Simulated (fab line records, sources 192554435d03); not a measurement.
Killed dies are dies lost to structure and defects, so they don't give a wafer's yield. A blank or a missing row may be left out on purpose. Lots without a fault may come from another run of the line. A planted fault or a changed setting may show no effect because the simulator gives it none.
Chamber matching | flow n5_finfet | N5_BEOL_M5_ETCH_62 on rie_diel-01: 4 sister chambers
The step etches SOC in N2/H2, target depth 75 nm, overetch 15 nm, time 112.5 s. 4 wafers are shown with their chamber, then 12 later ones without.

WAFERS WITH THEIR CHAMBER
wafer  | chamber | throttle_valve_pct (%)
L083.2 | 1       | 17.1
L084.1 | 3       | 17.7
L084.2 | 2       | 18.1
L084.3 | 0       | 17.8

WAFERS WITHOUT THEIR CHAMBER
wafer  | throttle_valve_pct (%)
L085.1 | 17.1
L085.2 | 17.8
L085.3 | 18.1
L087.1 | 18.1
L087.5 | 18.2
L087.6 | 17.1
L090.1 | 17.7
L090.3 | 18.2
L090.4 | 17.1
L095.1 | 17.7
L095.2 | 17.1
L095.6 | 17.7

WHICH CHAMBER EACH WENT THROUGH
wafer  | from the rows above | in truth
L085.1 | 1                   | 1
L085.2 | 0                   | 0
L085.3 | 2                   | 2
L087.1 | 2                   | 2
L087.5 | 2                   | 2
L087.6 | 1                   | 1
L090.1 | 3                   | 3
L090.3 | 2                   | 2
L090.4 | 1                   | 1
L095.1 | 3                   | 3
L095.2 | 1                   | 1
L095.6 | 3                   | 3
Placed correctly: 12 of 12. Can't be placed from these rows: 0. Placed wrongly: 0.
How it was worked out, from the rows above alone: a wafer's distance from a chamber is the root of the sum, over the readings, of the square of ((its reading less the chamber's mean) divided by the reading's scatter). The wafer belongs to the nearest chamber; if the next one is less than 2 further off, it can't be placed. A chamber's mean is the mean of its shown wafers. The scatter: with one shown wafer a chamber, the root of the mean of the squares of how far each hidden wafer lies from its nearest shown one.
